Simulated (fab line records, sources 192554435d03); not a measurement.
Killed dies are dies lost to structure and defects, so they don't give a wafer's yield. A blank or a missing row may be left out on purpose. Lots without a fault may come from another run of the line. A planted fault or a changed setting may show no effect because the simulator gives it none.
Chamber matching | flow n5_finfet | N5_BEOL_M5_ALD_86 on ald_metal-04: 4 sister chambers
The step deposits TaN, pulse time 2 s, purge time 3 s, co reactant purge time 2 s. 4 wafers are shown with their chamber, then 8 later ones without.

WAFERS WITH THEIR CHAMBER
wafer  | chamber | heater_power_w (W)
L079.5 | 2       | 377
L079.6 | 1       | 447
L083.4 | 0       | 377
L088.2 | 3       | 428

WAFERS WITHOUT THEIR CHAMBER
wafer  | heater_power_w (W)
L088.4 | 449
L088.5 | 370
L095.1 | 375
L095.2 | 436
L095.4 | 436
L094.1 | 372
L094.4 | 374
L094.5 | 373

WHICH CHAMBER EACH WENT THROUGH
wafer  | from the rows above     | in truth
L088.4 | 1                       | 1
L088.5 | can't be placed: 0 or 2 | 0
L095.1 | can't be placed: 0 or 2 | 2
L095.2 | can't be placed: 3 or 1 | 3
L095.4 | can't be placed: 3 or 1 | 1
L094.1 | can't be placed: 0 or 2 | 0
L094.4 | can't be placed: 0 or 2 | 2
L094.5 | can't be placed: 0 or 2 | 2
Placed correctly: 1 of 8. Can't be placed from these rows: 7 (the true chamber is among the candidates in 7). Placed wrongly: 0.
How it was worked out, from the rows above alone: a wafer's distance from a chamber is the root of the sum, over the readings, of the square of ((its reading less the chamber's mean) divided by the reading's scatter). The wafer belongs to the nearest chamber; if the next one is less than 2 further off, it can't be placed. A chamber's mean is the mean of its shown wafers. The scatter: with one shown wafer a chamber, the root of the mean of the squares of how far each hidden wafer lies from its nearest shown one.
